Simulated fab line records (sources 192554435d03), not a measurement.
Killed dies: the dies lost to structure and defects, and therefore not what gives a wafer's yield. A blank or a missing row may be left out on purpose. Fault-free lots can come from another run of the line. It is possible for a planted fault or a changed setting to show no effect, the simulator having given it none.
fab line records	flow n5-finfet
[record] lots = 9	wafers = 27	last-day = 17
route steps=1938 shown FIN_CUT@176 STI_FIN_REVEAL@183 BEOL_M4@1111 PASSIVATION@1936
lots with no fault: from the same line, run without faults
start-h: hours from the record's first day to the start of the lot's first wafer shown	wait-h: hours from the lot's prior step to this one	" as in the row above	L1.1+2: a single row standing in for several wafers	- no value, or no start was given	* or withheld: withheld	< > ~ a bound
route shown NAME@n: a module of which the file shows steps, and the number in the route of the first	usual: the fault-free wafers' mean and standard deviation	same: alike in all rows	chamber/n: place in a boat	sites: each site's reading	_std_site: how widely they spread, as a standard deviation	_edge_site: inner sites' mean taken away from outer sites' mean	radius-mm: for every site, how far away it sits from the centre of the wafer	mask NAME#n: copy n	behind: the tool/chamber that last shaped the wafer	hold: reason for holding the lot/hours on hold/outcome of the hold	device: names the non-switching transistor (n, p or np)	end of line: tests of these same wafers at the route's end	step lacking rows: just its recipe	killed: at the first sort, the dies lost to defects and structure; wafer yield is something else	map: a wafer's dies, marking killed ones x, the rest . and places with no die _
set.NAME: the run value of the setting; set.NAME@STEP: its run value at that earlier step	model.NAME: the simulator's own value behind a step, which no gauge read
route steps across a sampled set of lots; one table per step, one row per wafer
services: when a tool's chamber went out of use (start-h, in hours from the record's first day, below 0 if earlier), for how many hours, and the reason
[[steps]]
[step N5_FIN_CUT_CUT_ETCH_15]
[recipe] chemistry = HBr/Cl2/O2	target = Si	target-depth-a = 1000	bt-time-s = 10	mask-material = SOC	time-s = 42.4	ion-energy-ev = *	bias-w = *	pressure-mtorr = 10	icp-w = 800	HBr_flow_sccm = 150	Cl2_flow_sccm = 80	O2_flow_sccm = 12
[usual] drypump-motor-current-A = 6.0/0.44	oes-product-au = 0.995/0.016	throttle-valve-pct = 37.2/0.33
lot.wafer	tool	chamber	start-h	wait-h	drypump-motor-current-A	oes-product-au	rf-hours-counter-h	throttle-valve-pct
L439.1	rie-si-05	2	56.96	0.1	6.2	0.990	118	37.1
L439.2	"	1	"	"	5.7	0.986	127	37.1
L439.6	"	1	"	"	5.7	0.980	-	37.1
L442.1	rie-si-02	3	71.39	0.1	6.5	0.993	109	36.9
L442.3	"	0	"	"	6.4	1.020	152	37.2
L442.6	"	3	"	"	6.5	0.997	-	36.9
L443.2	rie-si-03	3	76.60	0.1	5.7	0.980	140	37.7
L443.3	"	1	"	"	5.1	1.006	186	37.5
L443.6	"	0	"	"	6.2	0.981	-	37.4
L444.3	rie-si-02	1	83.01	0.0	6.2	0.968	147	36.9
L444.4	"	2	"	"	6.0	1.020	6	37.2
L444.5	"	2	"	"	6.0	1.015	-	37.2
L445.1	rie-si-05	2	88.09	0.1	6.2	0.976	118	37.1
L445.2	"	1	"	"	5.7	0.982	127	37.1
L445.5	"	2	"	"	6.2	0.985	-	37.1
L446.2	rie-si-05	0	95.65	0.1	5.9	1.006	39	37.2
L446.5	"	2	"	"	6.2	0.980	-	37.1
L446.6	"	3	"	"	6.0	0.995	-	36.9
L447.1	rie-si-05	2	101.66	0.1	6.2	0.983	118	37.1
L447.2	"	3	"	"	6.0	0.993	71	36.9
L447.5	"	0	"	"	6.0	1.011	-	37.2
L449.1	rie-si-02	0	112.20	0.1	6.3	1.011	152	37.2
L449.5	"	1	"	"	6.2	0.969	-	36.9
L449.6	"	0	"	"	6.3	1.015	-	37.2
L456.2	rie-si-02	0	154.45	0.1	6.4	0.999	153	37.2
L456.4	"	1	"	"	6.2	0.938	-	36.9
L456.5	"	0	"	"	6.3	1.014	-	37.2
[step N5_FIN_CUT_STRIP_22]
[recipe] chemistry = N2/H2	power-w = 500	temp-c = 40	pressure-mtorr = 50	rf-frequency-hz = 6e+07	overash-fraction = 0.3	bias-power-w = 8	h2-frac = 0.5	n2-flow-sccm = 300	h2-flow-sccm = 300
[usual] drypump-motor-current-A = 5.8/0.42	h2-flow-sccm = 300.0/0.86	n2-flow-sccm = 300.1/0.86	oes-product-au = 0.79/0.076	rf-vpp-V = 54.4/2.2	showerhead-plenum-p-Torr = 3.41/0.11	throttle-valve-pct = 18.80/0.21
lot.wafer	tool	chamber	start-h	wait-h	drypump-motor-current-A	h2-flow-sccm	n2-flow-sccm	oes-product-au	rf-hours-counter-h	rf-vpp-V	showerhead-plenum-p-Torr	throttle-valve-pct
L439.1	rie-diel-04	2	57.15	0.1	5.7	299.7	299.6	0.76	114	54.5	3.49	18.93
L439.2	"	1	"	"	6.3	299.2	300.3	0.78	152	55.2	3.50	18.43
L439.6	"	1	"	"	6.3	299.6	299.3	0.76	-	54.9	3.50	18.44
L442.1	rie-diel-04	1	71.52	0.0	6.3	298.9	299.7	0.76	156	57.9	3.50	18.47
L442.3	"	0	"	"	5.6	299.6	301.2	0.74	149	54.3	3.33	18.80
L442.6	"	0	"	"	5.7	299.5	301.0	0.76	-	49.8	3.33	18.82
L443.2	rie-diel-03	3	76.76	0.1	5.7	299.7	300.1	0.93	4	57.3	3.57	18.52
L443.3	"	2	"	"	5.0	299.4	300.5	0.84	73	52.8	3.38	18.67
L443.6	"	2	"	"	5.0	300.4	300.7	0.82	-	53.3	3.38	18.70
L444.3	rie-diel-04	1	83.13	0.0	6.3	299.6	300.1	0.73	160	59.1	3.50	18.45
L444.4	"	0	"	"	5.6	299.6	299.9	0.73	153	51.8	3.33	18.87
L444.5	"	2	"	"	5.7	300.3	299.1	0.76	-	55.0	3.49	18.95
L445.1	rie-diel-03	1	88.22	0.1	6.0	298.7	299.2	0.76	141	55.3	3.22	18.87
L445.2	"	2	"	"	5.0	298.5	299.1	0.82	76	51.6	3.38	18.65
L445.5	"	2	"	"	5.0	300.2	300.8	0.83	-	53.2	3.38	18.67
L446.2	rie-diel-04	1	95.77	0.0	6.3	299.0	300.5	0.75	164	51.5	3.49	18.49
L446.5	"	0	"	"	5.6	299.2	299.9	0.73	-	50.9	3.33	18.82
L446.6	"	3	"	"	5.7	301.4	300.1	0.68	-	60.2	3.48	18.85
L447.1	rie-diel-02	3	101.78	0.0	6.6	299.8	300.4	0.96	6	54.1	3.59	18.67
L447.2	"	0	"	"	5.1	301.4	300.3	0.73	174	53.2	3.34	19.21
L447.5	"	3	"	"	6.6	300.9	300.9	0.99	-	56.0	3.59	18.69
L449.1	rie-diel-03	0	112.32	0.0	6.0	299.1	300.6	0.77	141	48.7	3.37	18.99
L449.5	"	2	"	"	5.0	300.5	300.8	0.84	-	56.2	3.38	18.71
L449.6	"	3	"	"	5.6	299.8	299.7	0.92	-	53.3	3.57	18.49
L456.2	rie-diel-02	1	154.57	0.0	5.4	300.6	299.5	0.85	54	52.8	3.41	18.56
L456.4	"	3	"	"	6.6	298.6	299.4	0.93	22	55.4	3.58	18.73
L456.5	"	0	"	"	5.2	299.4	299.8	0.70	-	53.6	3.33	19.27
[step N5_STI_FIN_REVEAL_ALD_00]
[recipe] material = SiO2	target-thk-a = 10	temp-c = 300	ald-precursor-family = BDEAS	ald-co-reactant = O2-plasma	pulse-time-s = 1	pressure-torr = 2
[usual] heater-power-w = 462/49	precursor-pulse-height-rel = 1.000/0.021
lot.wafer	tool	chamber	start-h	wait-h	heater-power-w	precursor-pulse-height-rel
L439.1	ald-sin-02	1	58.11	0.8	420	0.971
L439.2	"	3	"	"	415	1.022
L439.6	"	1	"	"	414	1.014
L442.1	ald-sin-03	2	71.71	0.0	431	1.032
L442.3	"	1	"	"	392	0.989
L442.6	"	2	"	"	428	1.015
L443.2	ald-sin-02	2	77.44	0.5	482	0.990
L443.3	"	3	"	"	421	0.992
L443.6	"	0	"	"	447	1.026
L444.3	ald-sin-02	2	83.33	0.0	495	1.027
L444.4	"	1	"	"	412	1.001
L444.5	"	1	"	"	408	0.965
L445.1	ald-sin-03	2	88.42	0.0	434	0.983
L445.2	"	0	"	"	500	0.986
L445.5	"	1	"	"	409	0.971
L446.2	ald-sin-03	1	97.68	1.8	409	0.988
L446.5	"	0	"	"	501	1.007
L446.6	"	3	"	"	472	0.968
L447.1	ald-sin-03	0	101.98	0.0	523	0.976
L447.2	"	3	"	"	462	0.995
L447.5	"	0	"	"	511	1.008
L449.1	ald-sin-02	3	112.65	0.2	399	0.979
L449.5	"	1	"	"	411	1.017
L449.6	"	0	"	"	436	0.988
L456.2	ald-sin-04	2	154.77	0.0	569	0.997
L456.4	"	3	"	"	564	1.007
L456.5	"	2	"	"	567	1.002
[step N5_STI_FIN_REVEAL_THK_MEAS_05]
[usual] thk-nm = 132.2/1.1
lot.wafer	tool	chamber	start-h	wait-h	thk-nm
L439.1	film-metro-02	-	64.37	-	130.2
L439.2	"	-	"	"	131.8
L439.6	"	-	"	"	133.0
L442.1	film-metro-01	-	77.09	-	131.5
L442.3	"	-	"	"	133.1
L442.6	"	-	"	"	134.2
L443.2	film-metro-02	-	82.82	-	133.0
L443.3	"	-	"	"	133.3
L443.6	"	-	"	"	131.8
L444.3	film-metro-02	-	88.72	-	131.1
L444.4	"	-	"	"	130.2
L444.5	"	-	"	"	131.6
L445.1	film-metro-02	-	93.80	-	132.1
L445.2	"	-	"	"	131.1
L445.5	"	-	"	"	132.0
L446.2	film-metro-02	-	103.08	-	133.4
L446.5	"	-	"	"	132.4
L446.6	"	-	"	"	133.7
L447.1	film-metro-01	-	107.36	-	131.4
L447.2	"	-	"	"	132.1
L447.5	"	-	"	"	132.0
L449.1	film-metro-02	-	118.05	-	132.3
L449.5	"	-	"	"	133.0
L449.6	"	-	"	"	132.2
L456.2	film-metro-01	-	160.17	-	133.5
L456.4	"	-	"	"	133.2
L456.5	"	-	"	"	133.3
[step N5_BEOL_M4_RC_MEAS_101]
[usual] DIBL_N = 35.9/1.4	DIBL_P = 35.9/1.7	IOFF_N = 0.160/0.026	IOFF_P = 0.21/0.036	ION_N = 672/11	ION_P = 461/8.1	SS_N = 71.4/0.54	SS_P = 73.2/0.67	VT_N = 249.3/2.7	VT_P = -250/3.9
lot.wafer	tool	chamber	start-h	wait-h	DIBL_N[mV/V]	DIBL_P[mV/V]	IOFF_N[nA/um]	IOFF_P[nA/um]	ION_N[uA/um]	ION_P[uA/um]	SS_N[mV/dec]	SS_P[mV/dec]	VT_N[mV]	VT_P[mV]
L439.1	prober-02	0	204.42	0.0	37.0	38.7	0.187	0.24	680	455	72.2	74.2	246.1	-249
L439.2	"	0	"	"	35.1	36.5	0.160	0.20	680	468	71.6	73.1	248.8	-253
L439.6	"	0	"	"	34.3	35.6	0.139	0.18	673	459	71.5	73.1	249.6	-255
L442.1	prober-01	0	208.68	0.0	36.4	34.8	0.153	0.20	671	464	71.4	73.4	250.6	-250
L442.3	"	0	"	"	36.4	35.9	0.160	0.23	677	474	71.3	73.2	248.7	-247
L442.6	"	0	"	"	35.4	34.2	0.147	0.20	670	465	70.6	72.6	249.6	-246
L444.3	prober-02	0	221.33	0.3	35.6	34.3	0.140	0.19	666	456	71.3	72.4	253.3	-252
L444.4	"	0	"	"	35.7	35.1	0.142	0.19	663	457	70.9	72.9	251.2	-250
L444.5	"	0	"	"	36.2	34.6	0.146	0.19	670	462	71.1	72.4	250.4	-250
L443.2	prober-02	0	222.69	0.2	36.4	37.4	0.167	0.19	688	457	70.5	74.0	249.1	-254
L443.3	"	0	"	"	34.8	35.2	0.132	0.16	673	456	71.3	73.0	249.8	-256
L443.6	"	0	"	"	36.5	36.9	0.172	0.20	679	463	70.6	73.3	248.2	-251
L445.1	prober-02	0	230.17	0.0	35.7	35.9	0.157	0.21	667	456	71.3	73.0	250.1	-247
L445.2	"	0	"	"	34.4	34.8	0.137	0.20	666	463	70.3	73.0	248.8	-248
L445.5	"	0	"	"	33.6	33.0	0.122	0.17	648	452	71.2	71.8	253.3	-251
L446.2	prober-01	0	232.21	0.2	35.7	36.3	0.153	0.19	676	455	70.7	74.0	248.6	-255
L446.5	"	0	"	"	32.5	31.9	0.104	0.14	658	448	70.6	72.7	258.3	-257
L446.6	"	0	"	"	36.7	37.0	0.161	0.20	663	452	71.4	74.8	250.6	-255
L447.1	prober-02	0	250.04	0.0	38.3	39.4	0.204	0.25	676	464	72.0	73.9	243.8	-250
L447.2	"	0	"	"	35.8	36.3	0.158	0.20	686	466	71.6	72.9	248.7	-250
L447.5	"	0	"	"	36.1	36.8	0.169	0.21	687	463	71.7	72.5	245.5	-251
L449.1	prober-01	0	254.42	0.0	35.7	36.0	0.171	0.24	692	476	71.6	72.6	245.1	-247
L449.5	"	0	"	"	35.4	35.7	0.163	0.23	673	466	71.1	72.9	247.9	-244
L449.6	"	0	"	"	36.0	36.0	0.169	0.24	684	470	72.0	72.7	247.9	-246
L456.2	prober-02	0	291.75	0.2	40.2	39.1	0.228	0.27	677	468	72.5	74.4	246.0	-248
L456.4	"	0	"	"	35.4	34.9	0.132	0.19	672	462	70.7	72.5	252.0	-254
L456.5	"	0	"	"	37.4	37.0	0.165	0.22	682	465	71.2	73.3	247.7	-249
[step N5_PASSIVATION_PROBE_49]
[usual] defect-limited-yield = 90.9/1.5	killed_at_M0_to_M3 = 35/10	killed_at_M4_up = 14/5.2	killed-at-contacts = 13/7.3	killed-at-front-end = 42/12	killed-at-other = 3.4/2.5	killed-dies = 108/18	killed-open = 70/13	killed-short = 35/8	sort_bin_5_function = 5.4/1	sort_bin_6_memory = 3.4/0.71	sort-n-pass = 1072/18	sort-yield-pct = 90.9/1.5
[same] gross-dies = 1180	killed-at-back-side = 0	sort_bin_4_leakage[%] = 0	sort_bin_8_speed[%] = 0
lot.wafer	tool	chamber	start-h	wait-h	defect-limited-yield[%]	killed_at_M0_to_M3	killed_at_M4_up	killed-at-contacts	killed-at-front-end	killed-at-other	killed-dies	killed-open	killed-short	sort_bin_5_function[%]	sort_bin_6_memory[%]	sort-n-pass	sort-yield-pct[%]
L439.1	prober-01	-	303.99	0.0	90.7	29	10	11	55	5	110	69	36	5.5	3.2	1070	90.7
L439.2	prober-01	-	304.04	0.1	93.7	25	6	4	37	2	74	51	23	3.6	2.3	1106	93.7
L439.6	prober-01	-	304.24	0.3	92.1	32	14	12	31	4	93	57	34	4.3	3.1	1087	92.1
L444.3	prober-01	-	317.58	0.1	88.8	42	7	19	60	4	132	85	41	5.9	4.7	1048	88.8
L444.4	prober-01	-	317.63	0.2	91.4	34	13	15	39	1	102	61	39	5.0	3.2	1078	91.4
L444.5	prober-01	-	317.68	0.2	89.2	43	13	20	51	1	128	83	39	5.3	4.7	1052	89.2
L443.2	prober-02	-	325.42	0.1	91.4	42	11	16	31	2	102	57	44	4.9	3.5	1078	91.4
L443.3	prober-02	-	325.47	0.1	87.8	58	22	26	34	4	144	93	47	7.9	4.2	1036	87.8
L443.6	prober-02	-	325.62	0.3	90.3	42	8	11	46	8	115	66	49	6.1	3.2	1065	90.3
L446.2	prober-02	-	341.37	0.1	90.0	38	20	12	43	5	118	80	37	5.6	4.0	1062	90.0
L446.5	prober-02	-	341.52	0.2	91.3	24	12	5	60	2	103	74	27	4.5	3.7	1077	91.3
L446.6	prober-02	-	341.57	0.3	92.0	29	23	7	34	1	94	63	26	5.3	2.5	1086	92.0
L447.1	prober-01	-	346.29	0.0	91.2	33	29	7	30	5	104	73	22	4.6	3.6	1076	91.2
L447.2	prober-01	-	346.34	0.1	89.7	48	23	12	34	4	121	67	52	5.8	4.0	1059	89.7
L447.5	prober-01	-	346.49	0.2	88.6	36	35	11	42	10	134	85	46	7.6	3.2	1046	88.6
L449.1	prober-02	-	372.56	0.0	89.8	41	9	22	47	1	120	75	42	5.5	4.2	1060	89.8
L449.5	prober-02	-	372.76	0.2	87.3	49	15	27	57	2	150	94	54	8.0	4.3	1030	87.3
L449.6	prober-02	-	372.81	0.3	87.9	39	11	18	68	7	143	91	52	7.1	4.7	1037	87.9
L456.2	prober-01	-	404.13	0.1	92.3	22	9	13	45	2	91	64	26	4.1	3.3	1089	92.3
L456.4	prober-01	-	404.23	0.2	93.9	18	14	18	21	1	72	47	23	3.5	2.5	1108	93.9
L456.5	prober-01	-	404.28	0.2	90.5	24	13	26	48	1	112	70	39	5.2	4.0	1068	90.5
// killed by level:class
L439.1 FIN_SAQP:geometric-particle:open=11 FIN_SAQP:geometric-particle:short=9 STI_FIN_REVEAL:geometric-particle:open=7 MOL_CONTACT_COAG:geometric-particle:open=6 DUMMY_GATE:geometric-particle:open=5 BEOL_M1:geometric-particle:open=5 BEOL_M2:geometric-particle:open=5 ILD0:geometric-particle:short=4
L439.2 FIN_SAQP:geometric-particle:short=9 FIN_SAQP:geometric-particle:open=8 BEOL_M3:geometric-particle:open=6 BEOL_M0_SAQP:geometric-particle:open=6 BEOL_M2:geometric-particle:open=5 MOL_CONTACT_COAG:geometric-particle:open=4 DUMMY_GATE:geometric-particle:open=3 STARTING-WAFER:geometric-particle:open=3
L439.6 BEOL_M0_SAQP:geometric-particle:open=11 MOL_CONTACT_COAG:geometric-particle:open=10 BEOL_M0_SAQP:geometric-particle:short=10 FIN_SAQP:geometric-particle:short=6 DUMMY_GATE:geometric-particle:open=6 STI_FIN_REVEAL:geometric-particle:open=5 BEOL_M3:geometric-particle:open=5 FIN_SAQP:geometric-particle:open=4
L444.3 STI_FIN_REVEAL:geometric-particle:open=27 MOL_CONTACT_COAG:geometric-particle:open=14 BEOL_M0_SAQP:geometric-particle:short=11 BEOL_M3:geometric-particle:open=8 GATE_CUT:geometric-particle:short=8 BEOL_M0_SAQP:geometric-particle:open=7 FIN_SAQP:geometric-particle:open=6 STI_FIN_REVEAL:geometric-particle:short=5
L444.4 MOL_CONTACT_COAG:geometric-particle:open=13 BEOL_M0_SAQP:geometric-particle:short=10 BEOL_M0_SAQP:geometric-particle:open=9 STI_FIN_REVEAL:geometric-particle:open=6 GATE_CUT:geometric-particle:short=6 FIN_SAQP:geometric-particle:open=5 STI_FIN_REVEAL:geometric-particle:short=4 BEOL_M1:geometric-particle:open=4
L444.5 MOL_CONTACT_COAG:geometric-particle:open=18 BEOL_M0_SAQP:geometric-particle:short=14 BEOL_M0_SAQP:geometric-particle:open=13 STI_FIN_REVEAL:geometric-particle:open=12 GATE_CUT:geometric-particle:short=8 FIN_SAQP:geometric-particle:open=6 STARTING-WAFER:geometric-particle:open=6 BEOL_M3:geometric-particle:open=6
L443.2 FIN_SAQP:geometric-particle:short=17 MOL_CONTACT_COAG:geometric-particle:open=12 BEOL_M0_SAQP:geometric-particle:open=12 BEOL_M0_SAQP:geometric-particle:short=9 FIN_SAQP:geometric-particle:open=7 BEOL_M1:geometric-particle:open=6 BEOL_M4:geometric-particle:open=6 BEOL_M2:geometric-particle:open=5
L443.3 MOL_CONTACT_COAG:geometric-particle:open=19 FIN_SAQP:geometric-particle:short=13 BEOL_M1:geometric-particle:open=13 BEOL_M4:geometric-particle:open=10 BEOL_M0_SAQP:geometric-particle:short=9 BEOL_M0_SAQP:geometric-particle:open=8 BEOL_M3:geometric-particle:open=8 MOL_CONTACT_COAG:geometric-particle:short=7
L443.6 FIN_SAQP:geometric-particle:short=14 FIN_SAQP:geometric-particle:open=11 BEOL_M0_SAQP:geometric-particle:short=11 BEOL_M3:geometric-particle:open=10 MOL_CONTACT_COAG:geometric-particle:open=8 BEOL_M0_SAQP:geometric-particle:open=6 BEOL_M1:geometric-particle:open=5 BEOL_M5:geometric-particle:open=4
L446.2 BEOL_M4:geometric-particle:open=13 STI_FIN_REVEAL:geometric-particle:open=12 BEOL_M2:geometric-particle:open=10 BEOL_M3:geometric-particle:open=10 FIN_SAQP:geometric-particle:open=9 MOL_CONTACT_COAG:geometric-particle:open=7 BEOL_M0_SAQP:geometric-particle:short=7 MOL_CONTACT_COAG:geometric-particle:short=5
L446.5 FIN_SAQP:geometric-particle:open=14 DUMMY_GATE:geometric-particle:open=10 STI_FIN_REVEAL:geometric-particle:open=7 BEOL_M3:geometric-particle:open=7 BEOL_M4:geometric-particle:open=5 FIN_SAQP:geometric-particle:short=4 ILD0:geometric-particle:open=4 MOL_CONTACT_COAG:geometric-particle:open=4
L446.6 BEOL_M1:geometric-particle:open=8 MOL_CONTACT_COAG:geometric-particle:open=7 BEOL_M4:geometric-particle:open=7 BEOL_M3:geometric-particle:open=6 FIN_SAQP:geometric-particle:open=4 GATE_CUT:geometric-particle:short=4 BEOL_M0:geometric-particle:open=4 BEOL_M2:geometric-particle:open=4
L447.1 BEOL_M4:geometric-particle:open=14 STI_FIN_REVEAL:geometric-particle:open=7 BEOL_M1:geometric-particle:open=6 BEOL_M3:geometric-particle:open=6 DUMMY_GATE:geometric-particle:open=5 MOL_CONTACT_COAG:geometric-particle:open=5 BEOL_M0_SAQP:geometric-particle:short=5 BEOL_M2:geometric-particle:open=5
L447.2 BEOL_M3:geometric-particle:open=13 BEOL_M4:geometric-particle:open=12 FIN_SAQP:geometric-particle:short=11 MOL_CONTACT_COAG:geometric-particle:open=8 BEOL_M0_SAQP:geometric-particle:short=7 BEOL_M4:geometric-particle:short=6 BEOL_M0:geometric-particle:short=6 BEOL_M1:geometric-particle:open=6
L447.5 BEOL_M4:geometric-particle:open=24 BEOL_M2:geometric-particle:open=10 PASS1_CAP:geometric-particle:short=8 FIN_SAQP:geometric-particle:short=7 MOL_CONTACT_COAG:geometric-particle:open=7 STI_FIN_REVEAL:geometric-particle:open=7 DUMMY_GATE:geometric-particle:open=7 BEOL_M3:geometric-particle:open=6
L449.1 MOL_CONTACT_COAG:geometric-particle:open=16 BEOL_M0_SAQP:geometric-particle:short=12 FIN_SAQP:geometric-particle:open=9 STI_FIN_REVEAL:geometric-particle:open=9 BEOL_M0_SAQP:geometric-particle:open=8 FIN_SAQP:geometric-particle:short=6 DUMMY_GATE:geometric-particle:open=6 GATE_CUT:geometric-particle:short=5
L449.5 MOL_CONTACT_COAG:geometric-particle:open=21 BEOL_M0_SAQP:geometric-particle:short=13 STI_FIN_REVEAL:geometric-particle:open=12 BEOL_M3:geometric-particle:open=12 FIN_SAQP:geometric-particle:open=11 FIN_SAQP:geometric-particle:short=8 BEOL_M4:geometric-particle:open=7 MOL_CONTACT_COAG:geometric-particle:short=6
L449.6 STI_FIN_REVEAL:geometric-particle:open=24 FIN_SAQP:geometric-particle:open=11 MOL_CONTACT_COAG:geometric-particle:open=10 FIN_SAQP:geometric-particle:short=9 MOL_CONTACT_COAG:geometric-particle:short=8 BEOL_M0_SAQP:geometric-particle:short=8 BEOL_M0_SAQP:geometric-particle:open=7 GATE_CUT:geometric-particle:short=7
L456.2 MOL_CONTACT_COAG:geometric-particle:open=11 FIN_SAQP:geometric-particle:open=8 GATE_CUT:geometric-particle:short=7 STI_FIN_REVEAL:geometric-particle:open=6 BEOL_M0_SAQP:geometric-particle:open=6 BEOL_M3:geometric-particle:open=6 ILD0:geometric-particle:open=5 GATE_CUT:geometric-particle:open=5
L456.4 MOL_CONTACT_COAG:geometric-particle:open=12 MOL_CONTACT_COAG:geometric-particle:short=6 STI_FIN_REVEAL:geometric-particle:open=5 BEOL_M2:geometric-particle:open=4 BEOL_M4:geometric-particle:open=4 FIN_SAQP:geometric-particle:short=3 BEOL_M8:geometric-particle:open=3 BEOL_M1:geometric-particle:open=3
L456.5 MOL_CONTACT_COAG:geometric-particle:open=17 STI_FIN_REVEAL:geometric-particle:open=14 MOL_CONTACT_COAG:geometric-particle:short=9 BEOL_M3:geometric-particle:open=9 FIN_SAQP:geometric-particle:short=6 BEOL_M2:geometric-particle:open=6 FIN_SAQP:geometric-particle:open=5 DUMMY_GATE:geometric-particle:short=5
[[services]]
tool	chamber	start-h	hours	kind
rie-si-02	1	36.88	11.0	repair
ald-sin-03	3	42.21	1.8	repair
ald-sin-02	-	44.44	6.1	pm
rie-si-02	0	44.52	2.0	repair
ald-sin-03	-	44.84	14.6	pm
rie-diel-03	3	46.62	-	clean
rie-diel-03	3	46.62	-	consumable-replace:focus-ring
ald-sin-02	-	52.11	6.0	pm
ald-sin-04	1	63.88	16.2	repair
ald-sin-02	2	64.17	2.7	repair
ald-sin-02	-	85.25	14.0	pm
ald-sin-02	0	85.25	14.0	vent-cycle
ald-sin-02	1	85.25	14.0	vent-cycle
ald-sin-02	2	85.25	14.0	vent-cycle
ald-sin-02	3	85.25	14.0	vent-cycle
ald-sin-02	0	99.25	-	clean
ald-sin-02	1	99.25	-	clean
ald-sin-02	2	99.25	-	clean
ald-sin-02	3	99.25	-	clean
rie-si-02	0	99.99	3.4	repair
ald-sin-03	2	102.83	8.4	repair
rie-si-02	3	103.74	15.8	repair
ald-sin-02	-	113.32	0.2	repair
rie-si-02	2	143.07	15.9	repair
[[key]]
[first-sign] step = N5_FIN_CUT_CUT_ETCH_15	reading = oes-product-au	direction = down	sigmas = 3.5	usual = 0.995	struck = 0.938
effect none on later readings
met-at N5_FIN_CUT_CUT_ETCH_15
struck-lots L456
struck-wafers L456.4
not-acting-at N5_FIN_CUT_STRIP_22,N5_STI_FIN_REVEAL_ALD_00,N5_STI_FIN_REVEAL_THK_MEAS_05
onset-between 112.20 154.45
[fault] kind = process-parameter-drift	tool = rie-si-02	chamber = -	onset-h = 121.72	steps = N5_FIN_CUT_CUT_ETCH_15	channel = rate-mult	offset = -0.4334	shape = step	end-h = 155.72	scope = struck-wafers-only
